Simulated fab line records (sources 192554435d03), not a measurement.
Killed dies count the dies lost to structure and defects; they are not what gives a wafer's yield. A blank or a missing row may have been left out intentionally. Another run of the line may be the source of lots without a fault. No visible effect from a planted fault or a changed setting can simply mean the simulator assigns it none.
A struck lot beside a sound one | flow n5 finfet | 41 out of 1938 route steps
Sound: wafers L917.2, L917.4, L917.5. Struck: wafers L929.1, L929.5. (L929.2 of the same lot was not struck and is left out.) The cause comes at the end.
Each step with rows lists, per side, the tool, then ch with its chambers, then its first start. Under that, the readings that differ: sound wafers | struck wafers | difference of the means | sigmas: that difference in standard deviations of wafers without a fault.
alike: words and numbers the same on both sides, and readings whose means are apart by under 2 such deviations; not compared: readings that were withheld, readings missing a value for some wafer, numbers with overlapping values and no deviation given by the record, and bounds like >300 which may hide the same value.
A row with sigmas, a row that says differs or no value, or rows on one side alone: a step with any of these is where the two part. Numbers that don't overlap but have no deviation are shown without sigmas and don't part them. Lack of a reading on every wafer of one side parts them only where that side has two or more wafers.

first, 11 steps without rows for these wafers: N5_BEOL_M0_SAQP_SPACER1_ALD_98 (deposits SiO2, target thk 12.8 nm, pulse time 1 s, purge time 2 s); N5_BEOL_M0_SAQP_SPACER1_ETCHBACK_99 (etches SiO2 in CHF3/O2, target depth 15.4 nm, time 7.7 s); N5_BEOL_M0_SAQP_MANDREL1_REMOVE_100 (chemistry HBr/Cl2/O2, target a-Si, stops on SiNx, bt time 10 s); N5_BEOL_M0_SAQP_ETCH_101 (etches SiNx in CH3F/O2, target depth 29.9 nm, time 42.7 s); N5_BEOL_M0_SAQP_ETCH_102 (etches SiO2 in CF4, target depth 4 nm, time 4.4 s); N5_BEOL_M0_SAQP_MANDREL_ETCH_103 (etches a-Si in HBr/Cl2, stops on SiCN, target depth 45 nm, bt time 10 s, time 27 s); N5_BEOL_M0_SAQP_RECESS_104 (chemistry HF/NH3, target SiO2, target depth 18 nm, afs cycles 3, sublimation time 60 s); N5_BEOL_M0_SAQP_COAT_105 (time 60 s, resist thk 100 nm); N5_BEOL_M0_SAQP_ETCH_106 (etches SOC in N2/H2, stops on SiNx, target depth 150 nm); N5_BEOL_M0_SAQP_ETCH_107 (etches SiNx in CH3F/O2, target depth 30 nm); N5_BEOL_M0_SAQP_STRIP_108 (strips in N2/H2).
N5_BEOL_M0_SAQP_RECESS_109: chemistry HF/NH3, target SiO2, target depth 3 nm, afs cycles 1, sublimation time 60 s.
  sound on vapor etch-01 ch 0,1, day 7 07:21; struck on vapor etch-01 ch 0, day 10 11:39
  alike: drypump motor current A
then, 12 steps without rows for these wafers: N5_BEOL_M0_SAQP_SPACER2_ALD_26 (deposits SiO2, target thk 15 nm, pulse time 1 s, purge time 2 s); N5_BEOL_M0_SAQP_SPACER2_ETCHBACK_27 (etches SiO2 in CHF3/O2, target depth 22.5 nm, time 11.25 s); N5_BEOL_M0_SAQP_MANDREL2_REMOVE_110 (chemistry HBr/Cl2/O2, target a-Si, stops on SiCN, bt time 10 s); N5_BEOL_M0_SAQP_COAT_69 (time 60 s, resist thk 90 nm); N5_BEOL_M0_SAQP_COAT_72 (time 60 s, resist thk 15 nm); N5_BEOL_M0_SAQP_COAT_87 (time 60 s, resist thk 5 nm); N5_BEOL_M0_SAQP_COAT_34 (resist thk 30 nm); N5_BEOL_M0_SAQP_EBR_36; N5_BEOL_M0_SAQP_SOFTBAKE_35 (time 60 s); N5_BEOL_M0_SAQP_EXPOSE_37 (exposes mask M0 CUT1, target cd 30 nm); N5_BEOL_M0_SAQP_PEB_38 (peb time 60 s); N5_BEOL_M0_SAQP_DEVELOP_39 (develop time 30 s).
N5_BEOL_M0_SAQP_INSPECT_42: inspects for defects (brightfield).
  sound on defect inspect-01, day 7 09:23; struck on defect inspect-02, day 10 12:58
  reading          | sound       | struck  | difference | sigmas
  raw defect count | 219 359 314 | 623 642 | +335       | +4
then, 13 steps without rows for these wafers: N5_BEOL_M0_SAQP_DESCUM_45 (chemistry O2, time 7 s); N5_BEOL_M0_SAQP_ETCH_88 (etches underlayer in N2/H2, target depth 6.5 nm, time 5.2 s); N5_BEOL_M0_SAQP_ETCH_73 (etches SiARC in CF4, target depth 19.5 nm, time 32.5 s); N5_BEOL_M0_SAQP_CUT_ETCH_46 (etches SOC in N2/H2, target depth 135 nm, overetch 27 nm, time 202.5 s); N5_BEOL_M0_SAQP_STRIP_74 (strips in N2/H2); N5_BEOL_M0_SAQP_STRIP_89 (strips in N2/H2); N5_BEOL_M0_SAQP_ALD_48 (deposits SiO2, target thk 20 nm, pulse time 1 s, co reactant pulse time 1 s); N5_BEOL_M0_SAQP_ETCH_49 (etches SiO2 in CF4/O2, target depth 37 nm); N5_BEOL_M0_SAQP_STRIP_75 (strips in CF4); N5_BEOL_M0_CUTY_COAT_50 (time 60 s, resist thk 15 nm); N5_BEOL_M0_CUTY_COAT_51 (resist thk 150 nm); N5_BEOL_M0_CUTY_EBR_52; N5_BEOL_M0_CUTY_SOFTBAKE_53 (time 60 s).
N5_BEOL_M0_CUTY_INSPECT_59: inspects for defects (macro).
  sound on defect inspect-02, day 7 10:47; struck on defect inspect-01, day 10 14:25
  reading          | sound | struck    | difference | sigmas
  raw defect count | 0 0 2 | >300 >300 | differs    |
-- the record jumps here: 2 days lie between the struck wafers' starts before and after (it left off in module BEOL_M0_CUTY and takes up again in module BEOL_M4, whose first step shown is number 1111 of the route) --
N5_BEOL_M4_RC_MEAS_101:
  sound on prober-02 ch 0, day 10 05:49; struck on prober-02 ch 0, day 12 23:50
  alike: DIBL_N, DIBL_P, IOFF_N, IOFF_P, ION_N, ION_P, SS_N, SS_P, VT_N, VT_P
-- record jumps: 5 days separate the struck wafers' starts on either side; left off in module BEOL_M4, taken up again in module PASSIVATION, whose first shown step is the route's number 1936 --
N5_PASSIVATION_PROBE_49:
  sound on prober-01, day 14 08:09; struck on prober-02, day 17 19:01
  reading                  | sound | struck    | difference | sigmas
  defect limited yield (%) | 92.3  | 85.0 83.3 | -8.1       | -6
  killed_at_M0_to_M3       | 43    | 121 139   | +87        | +9
  killed dies              | 91    | 177 197   | +96        | +6
  killed on rim            | 10    | 25 30     | +18        | +4
  sort_bin_5_function (%)  | 4.3   | 9.4 11.6  | +6.2       | +7
  sort n pass              | 1089  | 1003 983  | -96        | -3
  sort yield pct (%)       | 92.3  | 85.0 83.3 | -8.1       | -3
  alike: killed_at_M4_up, killed at contacts, killed at front end, killed at other, killed open, killed short, sort_bin_4_leakage, sort_bin_6_memory, sort_bin_8_speed

== WHERE THEY PART ==
Earliest at N5_BEOL_M0_SAQP_INSPECT_42; latest, in this record, at N5_PASSIVATION_PROBE_49.

WHY: what had been put in by the simulator
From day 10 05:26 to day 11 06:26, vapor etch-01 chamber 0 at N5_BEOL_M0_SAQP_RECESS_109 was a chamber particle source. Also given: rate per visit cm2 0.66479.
